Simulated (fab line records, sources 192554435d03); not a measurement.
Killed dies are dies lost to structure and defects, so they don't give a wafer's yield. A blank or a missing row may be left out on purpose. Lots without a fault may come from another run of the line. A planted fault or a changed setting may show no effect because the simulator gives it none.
Split-lot experiment | flow n5_finfet | 7 lots, 21 wafers read, on a route of 1938 steps

THE SPLIT
At N5_BEOL_M2_ALD_98 (deposits SiO2, target thk 2.5 nm, pulse time 1 s, co reactant pulse time 1 s), the setting ald_cycles was moved away from the recipe's 17 on 6 of the 21 wafers read, by -11.8% to +11.8%. The other wafers ran this setting at the recipe's value.

The reading is taken at the split's own step.

THE READING
SiO2_of_BEOL_M2_ALD_98.thk_nm (the simulator's own value, which no gauge read), in nm, at N5_BEOL_M2_ALD_98 (deposits SiO2, target thk 2.5 nm, pulse time 1 s, co reactant pulse time 1 s). The file gives no usual value for it. The 15 wafers here that ran the recipe average 2.5 nm, standard deviation 0.1 nm.

wafer  | tool, chamber at the split | ald_cycles as run | against the recipe | SiO2_of_BEOL_M2_ALD_98.thk_nm, nm | against lot-mates on the recipe
L079.2 | ald_sin-02, 1,3            | 17                | recipe             | 2.4                               | -
L079.5 | ald_sin-02, 1,3            | 17                | recipe             | 2.4                               | -
L079.4 | ald_sin-02, 3              | 17                | recipe             | 2.6                               | -
L082.1 | ald_sin-02, 3,2,2          | 17                | recipe             | 2.6                               | -
L082.2 | ald_sin-02, 3,2,2          | 17                | recipe             | 2.6                               | -
L082.6 | ald_sin-02, 3,2,2          | 17                | recipe             | 2.6                               | -
L084.2 | ald_sin-03, 1              | 17                | recipe             | 2.4                               | -
L084.4 | ald_sin-03, 1              | 17                | recipe             | 2.4                               | -
L084.6 | ald_sin-03, 1              | 17                | recipe             | 2.6                               | -
L086.3 | ald_sin-03, 0,1            | 15                | -11.8%             | 2.2                               | -0.4
L086.5 | ald_sin-03, 0,1            | 15                | -11.8%             | 2.2                               | -0.4
L086.6 | ald_sin-03, 3              | 17                | recipe             | 2.6                               | -
L087.1 | ald_sin-02, 3,0            | 17                | recipe             | 2.4                               | -
L087.2 | ald_sin-02, 3,0            | 17                | recipe             | 2.4                               | -
L087.5 | ald_sin-02, 3              | 19                | +11.8%             | 2.8                               | +0.4
L088.1 | ald_sin-03, 3,1            | 16                | -5.9%              | 2.4                               | -0.2
L088.5 | ald_sin-03, 3,1            | 16                | -5.9%              | 2.4                               | -0.2
L088.3 | ald_sin-03, 0              | 17                | recipe             | 2.6                               | -
L091.2 | ald_sin-02, 2,0            | 17                | recipe             | 2.4                               | -
L091.5 | ald_sin-02, 2,0            | 17                | recipe             | 2.4                               | -
L091.6 | ald_sin-02, 3              | 19                | +11.8%             | 2.8                               | +0.4
Where a row lists several chambers, the file gives one row for several wafers and doesn't say which wafer went through which chamber.

THE FIT
A straight line over all 21 wafers: SiO2_of_BEOL_M2_ALD_98.thk_nm changes by +0.0245 nm for each +1% of ald_cycles; r = +0.84; the points scatter about the line by 0.09 nm.
The same after taking each lot's own level away (the mean of its wafers on the recipe; 21 wafers): +0.034 nm for each +1%; r = +0.96; scatter 0.053 nm.
On that fit, the largest move of ald_cycles shifts the reading by 0.4 nm.
The lots' own levels span 2.40 to 2.60 nm, that is 2.0 times the standard deviation above.
So the lot-to-lot level changes the slope: the two fits differ.
Check: with one of the wafers moved furthest among these (-11.8%) left out of the fit, the line predicts -0.4 nm for it against its lot-mates. It came out at -0.4 nm against them.

THE FILE'S OWN FIT
SiO2_of_BEOL_M2_ALD_98.thk_nm changes by +0.034 nm for each +1% of ald_cycles, r = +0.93.
